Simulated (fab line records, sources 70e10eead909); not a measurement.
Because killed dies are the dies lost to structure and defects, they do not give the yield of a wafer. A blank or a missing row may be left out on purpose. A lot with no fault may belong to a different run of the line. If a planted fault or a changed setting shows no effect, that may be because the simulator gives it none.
Which tool is to blame? + flow nand harc + 13 lots, 37 wafers sampled, at 4 steps of a route of 1159

WHAT THE GAUGES READ, wafer by wafer
The record holds no reading of a measuring or inspecting step that can be judged against a usual standard deviation.

WHAT TOOL EACH LOT RAN ON (gives the tool, then ch and the chambers of the sampled wafers, and finally the start)
| lot  | NHARC_A_CHANNEL_HOLE_D1_ETCH_23  | NHARC_A_CHANNEL_FILL_D1_ALD_03                 | NHARC_A_CHANNEL_FILL_D1_ALD_14   | NHARC_A_CHANNEL_FILL_D1_ETCHBACK_20 |
|------|----------------------------------|------------------------------------------------|----------------------------------|-------------------------------------|
| L915 | har etch-01 ch 0, day 8 09:07    | ald sin batch-02 ch 0, day 8 20:44 or earlier  | ald hk-01 ch 0,1,2, day 8 20:44  | rie diel-06 ch 0,3, day 9 15:18     |
| L916 | har etch-01 ch 0,1, day 9 00:21  | ald sin batch-01 ch 0, day 9 11:02 or earlier  | ald hk-01 ch 1,2,3, day 9 11:02  | rie diel-06 ch 0,1,3, day 10 06:22  |
| L917 | har etch-02 ch 0,1, day 9 03:35  | ald sin batch-01 ch 0, day 9 18:07 or earlier  | ald hk-01 ch 0,1,3, day 9 18:07  | rie diel-06 ch 1,3, day 10 11:25    |
| L921 | har etch-01 ch 0,1, day 9 15:04  | ald sin batch-02 ch 0, day 10 02:28 or earlier | ald hk-04 ch 0,1,3, day 10 02:28 | rie diel-09 ch 0,1,2, day 10 19:31  |
| L919 | har etch-02 ch 0,1, day 9 19:02  | ald sin batch-01 ch 0, day 10 06:33 or earlier | ald hk-03 ch 0,3, day 10 06:33   | rie diel-09 ch 0,1,3, day 11 01:13  |
| L923 | har etch-01 ch 0,1, day 10 10:28 | ald sin batch-03 ch 0, day 10 22:17 or earlier | ald hk-01 ch 1,3, day 10 22:17   | rie diel-06 ch 0,1,2, day 11 15:11  |
| L924 | har etch-02 ch 0,1, day 10 10:58 | ald sin batch-03 ch 0, day 10 22:03 or earlier | ald hk-04 ch 0,2,3, day 10 22:03 | rie diel-12 ch 0,2,3, day 11 15:14  |
| L926 | har etch-01 ch 0,1, day 11 01:35 | ald sin batch-02 ch 0, day 11 11:53 or earlier | ald hk-03 ch 0,1, day 11 11:53   | rie diel-06 ch 0,1,2, day 12 04:52  |
| L929 | har etch-02 ch 1, day 11 17:51   | ald sin batch-02 ch 0, day 12 07:04 or earlier | ald hk-04 ch 1,3, day 12 07:04   | rie diel-12 ch 0,3, day 13 00:28    |
| L931 | har etch-01 ch 0, day 12 05:22   | ald sin batch-02 ch 0, day 12 16:54 or earlier | ald hk-04 ch 0,1,3, day 12 16:54 | rie diel-12 ch 0,3, day 13 09:47    |
| L930 | har etch-02 ch 0, day 12 05:52   | ald sin batch-02 ch 0, day 12 17:07 or earlier | ald hk-04 ch 0,1, day 12 17:07   | rie diel-06 ch 0,2, day 13 09:46    |
| L935 | har etch-01 ch 0,1, day 13 07:49 | ald sin batch-02 ch 0, day 13 19:40 or earlier | ald hk-01 ch 1,2,3, day 13 19:40 | rie diel-12 ch 1,2, day 14 13:13    |
| L938 | har etch-01 ch 1, day 13 16:40   | ald sin batch-02 ch 0, day 14 02:46 or earlier | ald hk-03 ch 0,1,3, day 14 02:46 | rie diel-09 ch 0,1,2, day 14 19:55  |
- NHARC_A_CHANNEL_HOLE_D1_ETCH_23: etches the open film in C4F8/O2/Ar, time 819 s, target depth 1600 nm.
- NHARC_A_CHANNEL_FILL_D1_ALD_03: deposits SiNx, target thk 6 nm, pulse time 60 s, ald cycles 58.
- NHARC_A_CHANNEL_FILL_D1_ALD_14: deposits SiO2, target thk 2.5 nm, pulse time 10 s, ald cycles 25.
- NHARC_A_CHANNEL_FILL_D1_ETCHBACK_20: etches the open film in C4F8/O2/Ar, target depth 27 nm, time 13.5 s.

AS READ BY THE TOOLS THEMSELVES (means over the sampled wafers that have a number; for cases with no such wafer, the mark the record gives instead)
NHARC_A_CHANNEL_HOLE_D1_ETCH_23. Usual: drypump motor current A 5.9 A, standard deviation 0.62; he backside leak sccm 5.7 sccm, standard deviation 0.62; showerhead plenum p Torr 3.64 Torr, standard deviation 0.11; throttle valve pct 32.156 %, standard deviation 0.0088.
| lot  | tool        | drypump motor current A (A) | he backside leak sccm (sccm) | showerhead plenum p Torr (Torr) | throttle valve pct (%) | flag |
|------|-------------|-----------------------------|------------------------------|---------------------------------|------------------------|------|
| L915 | har etch-01 | 6.1                         | 6.3                          | 3.59                            | 32.160                 |      |
| L916 | har etch-01 | 5.7                         | 6.4                          | 3.61                            | 32.165                 |      |
| L917 | har etch-02 | 5.9                         | 5.2                          | 3.73                            | 32.157                 |      |
| L921 | har etch-01 | 5.4                         | 6.0                          | 3.62                            | 32.154                 |      |
| L919 | har etch-02 | 5.9                         | 5.5                          | 3.73                            | 32.156                 |      |
| L923 | har etch-01 | 5.4                         | 6.3                          | 3.61                            | 32.156                 |      |
| L924 | har etch-02 | 6.3                         | 5.4                          | 3.63                            | 32.160                 |      |
| L926 | har etch-01 | 5.4                         | 5.8                          | 3.61                            | 32.150                 |      |
| L929 | har etch-02 | 5.5                         | 5.7                          | 3.80                            | 32.154                 |      |
| L931 | har etch-01 | 6.1                         | 6.3                          | 3.57                            | 32.153                 |      |
| L930 | har etch-02 | 6.7                         | 4.9                          | 3.53                            | 32.151                 |      |
| L935 | har etch-01 | 5.4                         | 6.5                          | 3.60                            | 32.156                 |      |
| L938 | har etch-01 | 5.1                         | 6.8                          | 3.61                            | 32.154                 |      |

NHARC_A_CHANNEL_FILL_D1_ALD_03. Usual: precursor pulse height rel at 1.003, with a standard deviation of 0.019.
| lot  | tool             | precursor pulse height rel | flag |
|------|------------------|----------------------------|------|
| L915 | ald sin batch-02 | 0.994                      |      |
| L916 | ald sin batch-01 | 0.992                      |      |
| L917 | ald sin batch-01 | 1.006                      |      |
| L921 | ald sin batch-02 | 1.007                      |      |
| L919 | ald sin batch-01 | 1.019                      |      |
| L923 | ald sin batch-03 | 1.014                      |      |
| L924 | ald sin batch-03 | 0.997                      |      |
| L926 | ald sin batch-02 | 1.014                      |      |
| L929 | ald sin batch-02 | 1.004                      |      |
| L931 | ald sin batch-02 | 1.000                      |      |
| L930 | ald sin batch-02 | 1.010                      |      |
| L935 | ald sin batch-02 | 1.009                      |      |
| L938 | ald sin batch-02 | 1.005                      |      |

NHARC_A_CHANNEL_FILL_D1_ALD_14. Usual: heater power w 475 W, standard deviation 37; precursor pulse height rel 1.001, standard deviation 0.02.
| lot  | tool      | heater power w (W) | precursor pulse height rel | flag |
|------|-----------|--------------------|----------------------------|------|
| L915 | ald hk-01 | 472                | 1.007                      |      |
| L916 | ald hk-01 | 480                | 0.986                      |      |
| L917 | ald hk-01 | 469                | 0.996                      |      |
| L921 | ald hk-04 | 456                | 0.993                      |      |
| L919 | ald hk-03 | 495                | 1.012                      |      |
| L923 | ald hk-01 | 536                | 1.002                      |      |
| L924 | ald hk-04 | 450                | 0.982                      |      |
| L926 | ald hk-03 | 492                | 0.995                      |      |
| L929 | ald hk-04 | 472                | 1.006                      |      |
| L931 | ald hk-04 | 455                | 1.036                      |      |
| L930 | ald hk-04 | 463                | 0.980                      |      |
| L935 | ald hk-01 | 509                | 0.980                      |      |
| L938 | ald hk-03 | 490                | 1.001                      |      |

NHARC_A_CHANNEL_FILL_D1_ETCHBACK_20. Usual: oes product au 0.97 a.u., standard deviation 0.038; rf fwd power W 587 W, standard deviation 3.2; rf vpp V 980 V, standard deviation 4.6.
| lot  | tool        | oes product au (a.u.) | rf fwd power W (W) | rf vpp V (V) | flag |
|------|-------------|-----------------------|--------------------|--------------|------|
| L915 | rie diel-06 | 0.92                  | 585                | 985          |      |
| L916 | rie diel-06 | 0.93                  | 586                | 982          |      |
| L917 | rie diel-06 | 1.00                  | 585                | 978          |      |
| L921 | rie diel-09 | 0.91                  | 587                | 980          |      |
| L919 | rie diel-09 | 0.92                  | 588                | 978          |      |
| L923 | rie diel-06 | 1.00                  | 585                | 980          |      |
| L924 | rie diel-12 | 1.01                  | 589                | 981          |      |
| L926 | rie diel-06 | 1.00                  | 585                | 980          |      |
| L929 | rie diel-12 | 0.97                  | 592                | 982          |      |
| L931 | rie diel-12 | 0.93                  | 590                | 980          |      |
| L930 | rie diel-06 | 0.99                  | 586                | 984          |      |
| L935 | rie diel-12 | 0.92                  | 586                | 979          |      |
| L938 | rie diel-09 | 1.00                  | 587                | 980          |      |

THE ANSWER, worked out from the rows above alone
Rule: a lot is off if the mean of its wafers that have a number lies more than 3 standard deviations from the usual mean. Also off: a lot with no number at a reading for which 4 or more lots have one. Where the step has rows for the other lots, those lots are counted as sound. First the gauges in route order, then the tools' own readings, where a lot's mean is used as printed above. At the first step where some lot is off, the reading lying furthest off is the one used; lots without a number count as furthest.
None of the lots is off at any reading shown; this tells nothing.

WHAT HAD BEEN PUT IN BY THE SIMULATOR
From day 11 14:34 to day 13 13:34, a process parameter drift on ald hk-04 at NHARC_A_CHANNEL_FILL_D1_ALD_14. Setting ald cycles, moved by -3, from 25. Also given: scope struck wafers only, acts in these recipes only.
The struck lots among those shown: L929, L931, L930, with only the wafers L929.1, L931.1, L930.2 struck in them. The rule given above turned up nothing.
